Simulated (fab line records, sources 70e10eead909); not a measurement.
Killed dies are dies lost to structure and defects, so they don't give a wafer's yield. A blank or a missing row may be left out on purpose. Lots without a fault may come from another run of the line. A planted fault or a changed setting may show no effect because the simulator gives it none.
A struck lot beside a sound one | flow nand_harc | 17 steps out of a route of 1302
Sound: wafers L864.3, L864.4, L864.6. Struck: wafer L873.5. (L873.4, L873.6 of the same lot were not struck and are left out.) The cause comes at the end.
At each step with rows: each side's tool, then ch and its chambers, then its first start. Under that, the readings that differ: sound wafers | struck wafers | difference of the means | sigmas: that difference in standard deviations of wafers without a fault.
alike: readings whose means differ by less than 2 such deviations, and words and numbers that are the same on both sides. not compared: withheld readings, readings that some wafer has no value for, bounds like >300 that may hide the same value, and numbers for which the record gives no deviation and whose values overlap.
The two part at a step that has a row with sigmas, a row that says differs or no value, or rows on one side only. Numbers that don't overlap but have no deviation are shown without sigmas and don't part them. A reading that every wafer of one side lacks parts them only if that side has two wafers or more.

first, 1 step without rows for these wafers: NHARC_A_BONDPAD_HARDBAKE_10 (time 65 s).
NHARC_A_BONDPAD_DESCUM_11: chemistry O2, time 3 s.
  sound on rie_diel-05 ch 0,1, day 23 13:46; struck on rie_diel-05 ch 3, day 27 02:15
  alike: chamber_pressure_mTorr, drypump_motor_current_A, oes_product_au, rf_vpp_V, showerhead_plenum_p_Torr, throttle_valve_pct
  not compared: rf_hours_counter_h
then, 1 step without rows for these wafers: NHARC_A_BONDPAD_ETCH_34 (etches the open film in N2/H2, target depth 60 nm, overetch 18 nm, time 65.91 s).
NHARC_A_BONDPAD_ETCH_12: etches the open film in CHF3/O2, target depth 220 nm, time 110 s.
  sound on rie_diel-05 ch 1,2,3; struck on rie_diel-05 ch 2
  reading                        | sound                | struck | difference | sigmas
  chamber_pressure_mTorr (mTorr) | 25.039 25.027 25.041 | 24.997 | -0.039     | -2
  oes_product_au (a.u.)          | 0.932 0.924 0.916    | 0.984  | +0.060     | +2
  alike: drypump_motor_current_A, rf_fwd_power_W, rf_vpp_V, showerhead_plenum_p_Torr, throttle_valve_pct
  not compared: rf_hours_counter_h
NHARC_A_BONDPAD_CD_MEAS_13:
  sound on cd_sem-03, day 23 14:05; struck on cd_sem-01, day 27 02:34
  alike: cd_nm
then, 3 steps without rows for these wafers: NHARC_A_BONDPAD_STRIP_15 (strips in O2); NHARC_A_BONDPAD_ETCH_24 (etches the open film in CF4/N2, target depth 30 nm, time 72.99 s); NHARC_A_BONDPAD_STRIP_16 (strips in post etch residue remover, time 600 s).
NHARC_A_BONDPAD_DEGAS_25: time 60 s.
  sound on pvd_sputter-02, day 23 14:44; struck on pvd_sputter-01, day 27 03:11
  alike: heater_power_w
  not compared: susceptor_temp_C
then, 3 steps without rows for these wafers: NHARC_A_BONDPAD_PRE_CLEAN_26 (time 30 s); NHARC_A_BONDPAD_PVD_17 (deposits TaN, target thk 5 nm, time 8.06 s); NHARC_A_BONDPAD_PVD_27 (deposits Cu, target thk 30 nm, time 20.49 s).
NHARC_A_BONDPAD_ECD_18: material Cu, target thk 400 nm.
  sound on ecd_cu-02 ch 0,1, day 23 15:11; struck on ecd_cu-01 ch 0, day 27 03:38
  alike: bath_temp_c
NHARC_A_BONDPAD_ANNEAL_28: time 90 s.
  sound on rtp_anneal-02 ch 0, day 23 15:34; struck on rtp_anneal-01 ch 0, day 27 04:04
  reading          | sound             | struck | difference | sigmas
  wafer_temp_C_max | 225.7 225.7 225.8 | 227.6  | +1.9       | +3
NHARC_A_BONDPAD_CMP_19: polishes, t overpolish 30 s, cu recess touch 16 s, target thk 169.82 nm.
  sound on cmp-01 ch 1,2,3, day 23 15:50; struck on cmp-04 ch 3, day 27 04:19
  alike: edge_zone_pressure_frac, motor_current_A, overpolish_run_s
NHARC_A_BONDPAD_THK_MEAS_20: measures by xrf.
  sound on film_metro-02, day 23 16:08; struck on film_metro-02, day 27 04:45
  reading     | sound             | struck | difference | sigmas
  thk_nm (nm) | 169.4 168.9 171.8 | 125.4  | -44.6      | -28
  not compared: hold
NHARC_END_SORT_01:
  sound on prober-01 ch 0, day 25 06:04; struck on prober-02 ch 0, day 28 20:43
  reading                  | sound          | struck                   | difference                   | sigmas
  hold                     | - - -          | await_dispo/4.8h/release | no value on the sound wafers |
  defect_limited_yield (%) | 91.0 91.3 92.0 | 0                        | -91                          | -35
  killed_at_array          | 59 54 51       | 671                      | +616                         | +36
  killed_dies              | 61 59 54       | 677                      | +619                         | +34
  sort_bin_2_pct (%)       | 3.7 3.2 3.1    | 96.3                     | +93.0                        | +77
  sort_n_pass              | 616 618 623    | 0                        | -619                         | -34
  sort_rim_yield_pct (%)   | 98 92 99       | 0                        | -96                          | -26
  sort_yield_pct (%)       | 91.0 91.3 92.0 | 0                        | -91                          | -35
  alike: killed_at_other, killed_at_periphery, killed_open, killed_short, sort_bin_3_pct, sort_bin_4_pct

WHERE THEY PART
First at NHARC_A_BONDPAD_ETCH_12; last, within this record, at NHARC_END_SORT_01.

WHY: what the simulator had put in
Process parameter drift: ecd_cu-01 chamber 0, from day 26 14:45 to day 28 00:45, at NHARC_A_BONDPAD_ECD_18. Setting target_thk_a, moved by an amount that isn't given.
